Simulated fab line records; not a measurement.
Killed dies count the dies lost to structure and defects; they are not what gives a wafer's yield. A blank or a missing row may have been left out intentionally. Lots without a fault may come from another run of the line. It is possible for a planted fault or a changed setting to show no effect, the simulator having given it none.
Comparing a struck lot with a sound one    flow n5_finfet    17 out of 1938 route steps
Sound: these wafers, L481.1, L481.2, L481.3. Struck: wafer L489.2. (L489.3 of the same lot was not struck and is left out.) The cause comes at the end.
Order at every step that has rows: each side's tool, ch and its chambers, its first start. Under that, the readings that differ: sound wafers    struck wafers    difference of the means    sigmas: that difference in standard deviations of wafers without a fault.
alike: words and numbers the same on both sides, and readings whose means are apart by under 2 such deviations; not compared: readings that were withheld, readings missing a value for some wafer, numbers with overlapping values and no deviation given by the record, and bounds like >300 which may hide the same value.
A row with sigmas, a row that says differs or no value, or rows on one side alone: a step with any of these is where the two part. When numbers do not overlap yet have no deviation, they are printed without sigmas and do not part them. A reading that every wafer of one side lacks parts them only if that side has two wafers or more.

first, 7 steps without rows for these wafers: N5_BEOL_M11_COAT_60 (time 60 s, resist thk 30 nm); N5_BEOL_M11_COAT_05 (resist thk 90 nm); N5_BEOL_M11_EBR_07; N5_BEOL_M11_SOFTBAKE_06 (time 60 s); N5_BEOL_M11_EXPOSE_08 (exposes mask M11); N5_BEOL_M11_PEB_09 (peb time 60 s); N5_BEOL_M11_DEVELOP_10 (develop time 30 s).
N5_BEOL_M11_CD_MEAS_11: target cd 64.1 nm.
  sound on cd_sem-02 ch 0, day 9 17:47; struck on cd_sem-02 ch 0, day 12 07:43
  alike: cd_nm
N5_BEOL_M11_OVL_MEAS_12:
  sound on overlay-01 ch 0, day 9 17:49; struck on overlay-02 ch 0, day 12 07:44
  alike: M11_OVL
N5_BEOL_M11_INSPECT_13: inspects for defects (brightfield).
  sound: defect_inspect-01 at day 9 17:50; struck: defect_inspect-01 at day 12 07:46
  alike: raw_defect_count
N5_BEOL_M11_DESCUM_16: chemistry O2, time 7.9 s.
  sound on rie_diel-03 ch 1,2,3, day 9 17:52; struck on rie_diel-04 ch 3, day 12 07:48
  alike: drypump_motor_current_A, oes_product_au, rf_vpp_V, showerhead_plenum_p_Torr, throttle_valve_pct
  not compared: rf_hours_counter_h
N5_BEOL_M11_ETCH_61: etches SiARC in CF4, target depth 39 nm, time 65 s.
  sound on rie_diel-03 ch 1,2,3, day 9 17:54; struck on rie_diel-04 ch 3, day 12 07:50
  alike: bias_w, drypump_motor_current_A, etch_rf_on_time_s, oes_product_au, rf_vpp_V, showerhead_plenum_p_Torr, throttle_valve_pct
  not compared: rf_hours_counter_h
N5_BEOL_M11_ETCH_62: etches SOC in N2/H2, target depth 110 nm, overetch 22 nm, time 165 s.
  sound on rie_diel-03 ch 1,2,3, day 9 17:57; struck on rie_diel-04 ch 3, day 12 07:53
reading                                      sound           struck  difference  sigmas
model.SiARC_of_BEOL_M11_COAT_60.thk_nm (nm)  23.4 23.6 23.4  22.8    -0.7        
  alike: bias_w, drypump_motor_current_A, h2_flow_sccm, n2_flow_sccm, oes_product_au, rf_vpp_V, showerhead_plenum_p_Torr, throttle_valve_pct
  not compared: rf_hours_counter_h
then, 1 step without rows for these wafers: N5_BEOL_M11_STRIP_68 (strips in N2/H2).
N5_BEOL_M11_STRIP_67: strips in CF4.
  sound on rie_diel-03 ch 1,2,3, day 9 18:06; struck on rie_diel-04 ch 3, day 12 08:02
  alike: drypump_motor_current_A, oes_product_au, rf_vpp_V, showerhead_plenum_p_Torr, throttle_valve_pct
  not compared: rf_hours_counter_h
N5_BEOL_M11_HM_OPEN_17: chemistry Cl2/BCl3, target TiN, target depth 20 nm, overetch 6 nm.
  sound on rie_metal-02 ch 0,1, day 9 18:08; struck on rie_metal-02 ch 0, day 12 08:06
reading                   sound             struck  difference  sigmas
model.etch.depth_nm (nm)  20.29 20.4 20.37  17.91   -2.44       
  alike: bcl3_flow_sccm, bias_w, drypump_motor_current_A, oes_product_au, throttle_valve_pct
  not compared: rf_hours_counter_h
N5_BEOL_M11_STRIP_19: strips in O2.
  sound on rie_diel-05 ch 1,2,3, day 9 18:15; struck on rie_diel-04 ch 1, day 12 08:16
  alike: drypump_motor_current_A, oes_product_au, rf_vpp_V, showerhead_plenum_p_Torr, throttle_valve_pct
  not compared: rf_hours_counter_h

## WHERE THEY PART
Nowhere in this record.

WHY: what the simulator had put in
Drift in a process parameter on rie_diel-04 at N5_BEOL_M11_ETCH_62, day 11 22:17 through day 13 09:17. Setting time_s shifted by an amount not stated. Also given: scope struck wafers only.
